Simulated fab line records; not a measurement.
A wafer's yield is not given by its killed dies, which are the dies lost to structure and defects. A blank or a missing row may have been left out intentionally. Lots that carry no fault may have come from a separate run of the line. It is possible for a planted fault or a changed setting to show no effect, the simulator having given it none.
Matching of chambers | flow n5 finfet | 4 sister chambers for N5_BEOL_M13_ETCH_67 on rie diel-04
The step etches SiARC in CF4, target depth 143 nm, time 238.3 s. 18 wafers are shown with their chamber, then 9 later ones without.

EACH WAFER AND ITS CHAMBER
wafer  | chamber | drypump motor current A (A) | showerhead plenum p Torr (Torr) | throttle valve pct (%)
L075.3 | 0       | 5.5                         | 2.25                            | 15.41
L075.5 | 2       | 6.5                         | 2.12                            | 15.62
L075.6 | 3       | 6.4                         | 2.13                            | 15.61
L077.2 | 0       | 5.4                         | 2.25                            | 15.42
L077.4 | 3       | 6.4                         | 2.13                            | 15.63
L077.5 | 1       | 6.2                         | 2.13                            | 15.84
L078.1 | 2       | 6.5                         | 2.12                            | 15.62
L078.3 | 0       | 5.4                         | 2.25                            | 15.44
L078.5 | 2       | 6.5                         | 2.12                            | 15.62
L082.1 | 2       | 6.5                         | 2.11                            | 15.64
L082.3 | 3       | 6.4                         | 2.12                            | 15.62
L082.4 | 1       | 6.2                         | 2.13                            | 15.85
L084.1 | 1       | 6.2                         | 2.13                            | 15.87
L084.3 | 0       | 5.4                         | 2.24                            | 15.46
L084.4 | 2       | 6.5                         | 2.11                            | 15.66
L089.3 | 3       | 6.4                         | 2.12                            | 15.65
L089.5 | 1       | 6.2                         | 2.13                            | 15.88
L089.6 | 0       | 5.4                         | 2.24                            | 15.45

SIGNATURES, as means of the wafers listed above
reading                  | chamber 0 | chamber 1 | chamber 2 | chamber 3 | scatter within a chamber
drypump motor current A  | 5.420     | 6.200     | 6.500     | 6.400     | 0.0239
showerhead plenum p Torr | 2.2460    | 2.1300    | 2.1160    | 2.1250    | 0.00493
throttle valve pct       | 15.4360   | 15.8600   | 15.6320   | 15.6275   | 0.0187
Rule: for each reading, subtract the chamber's mean from the wafer's reading, divide by that reading's scatter and square the result; add these up over the readings and take the root, which gives the wafer's distance from the chamber. If the next closest chamber is less than 2 further off than the closest, the wafer can't be placed; otherwise it belongs to the closest. The scatter: take each reading less its chamber's mean, square it, sum over the shown wafers, divide by the number of wafers less the number of chambers, and take the root.

WAFERS WITH NO CHAMBER GIVEN
wafer  | drypump motor current A (A) | showerhead plenum p Torr (Torr) | throttle valve pct (%)
L092.1 | 5.3                         | 2.24                            | 15.48
L092.2 | 6.5                         | 2.12                            | 15.68
L092.6 | 6.2                         | 2.12                            | 15.90
L093.1 | 6.5                         | 2.12                            | 15.66
L093.3 | 6.2                         | 2.12                            | 15.90
L093.6 | 6.2                         | 2.12                            | 15.91
L096.1 | 6.5                         | 2.11                            | 15.70
L096.5 | 6.1                         | 2.12                            | 15.92
L096.6 | 5.4                         | 2.23                            | 15.51

EACH ONE'S CHAMBER
wafer  | from the rows above | in truth
L092.1 | 0                   | 0
L092.2 | 2                   | 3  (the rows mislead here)
L092.6 | 1                   | 1
L093.1 | 2                   | 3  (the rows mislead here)
L093.3 | 1                   | 1
L093.6 | 1                   | 1
L096.1 | 2                   | 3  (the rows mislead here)
L096.5 | 1                   | 1
L096.6 | 0                   | 0
6 of 9 placed correctly. From these rows, 0 cannot be placed. Number placed wrongly: 3.
